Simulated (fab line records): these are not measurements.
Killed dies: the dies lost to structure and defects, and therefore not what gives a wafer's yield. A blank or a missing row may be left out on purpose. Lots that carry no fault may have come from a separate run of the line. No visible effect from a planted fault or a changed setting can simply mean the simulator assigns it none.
Problem report, 8D (eight disciplines) form, completed by code | flow nand-harc | the parts of the form that need people (team, actions taken, sign-off) are left out

1. WHAT IS WRONG
Mean of cd-nm at NHARC_A_BLC_CD_MEAS_10: 107.2 nm across 3 wafers in 2 lots; on wafers with no fault it is 100.2 nm (standard deviation 0.47). Measured from the usual mean, that is +15 standard deviations.
The step: target cd 100 nm.
First seen on wafer L943.3, day 20 05:10, on cd-sem-02. Wafers with a number at this step in the record: 36, from 12 lots. The rule behind "out" and "out of limits": a value lying over 4 standard deviations away from the usual mean. Any other wafer with a number is counted as sound.

2. WHAT IT IS, AND WHAT IT ISN'T
question                    | is                     | is not
which readings at this step | cd-nm                  | -
which lots                  | L943, L945             | L932, L933, L934, L935, L936, L951, L952, L953, L954, L955
which wafers of those lots  | L943.3, L945.2, L945.3 | L943.1, L943.6, L945.4
read on which gauges        | cd-sem-02              | cd-sem-01, cd-sem-03
when                        | from day 20 05:10      | up to then (17 sound wafers); but 16 sound wafers of L945, L951, L952, L953, L954, L955 came after

3. WHAT RULES OUT EACH SUSPECT
Counting: a tool at a process step up to the reading stays a suspect if it ran every lot that is out. Sound lots after the first of them don't rule it out here, since some wafers of a struck lot are sound.
- the gauge at NHARC_A_BLC_CD_MEAS_10: kept. All the wafers that are out were read on cd-sem-02, and no step on other tools shows them out.
- litho-track-06 at NHARC_A_BLC_PEB_08 (peb time 65 s): kept. It processed each lot that is out (first: L943, day 20 05:05); up to then, its last sound lot is L936 (day 18 09:49).
Left after counting: litho-track-06 at NHARC_A_BLC_PEB_08, cd-sem-02 at NHARC_A_BLC_CD_MEAS_10.

4. THE CAUSE (what the simulator had put in)
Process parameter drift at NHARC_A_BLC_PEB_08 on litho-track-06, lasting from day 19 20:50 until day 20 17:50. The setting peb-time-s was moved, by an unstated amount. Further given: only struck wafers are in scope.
After counting, 2 suspects remain, this tool included.

5. SEQUENCE OF EFFECTS, ordered by route
Each row: a reading whose mean over the struck wafers that have a number lies more than 3 standard deviations from the usual. Only readings whose record carries a usual standard deviation are examined. hours: median over the lots of the time between each lot's start at the first step of this table that gives one and its start at this step. sigmas: the change, counted in usual standard deviations.
hours | step                   | reading | usual    | on struck wafers | change | sigmas
0     | NHARC_A_BLC_CD_MEAS_10 | cd-nm   | 100.2 nm | 107.2            | +7.0   | +15
At these later measuring or inspecting steps, every struck wafer for which the step has a row has a number for every such reading, and none has moved that far: NHARC_A_BLC_INSPECT_12, NHARC_END_SORT_01.

6. WHAT WOULD HAVE CAUGHT IT SOONER
8 hours passed between the start of the fault at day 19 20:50 and the first reading out of limits at a measuring or inspecting step in this record, taken at day 20 05:10.
L945, from the lots that are out (2), started NHARC_A_BLC_PEB_08 on litho-track-06 later than day 20 05:10. Putting the tool on hold at that point would have spared it.
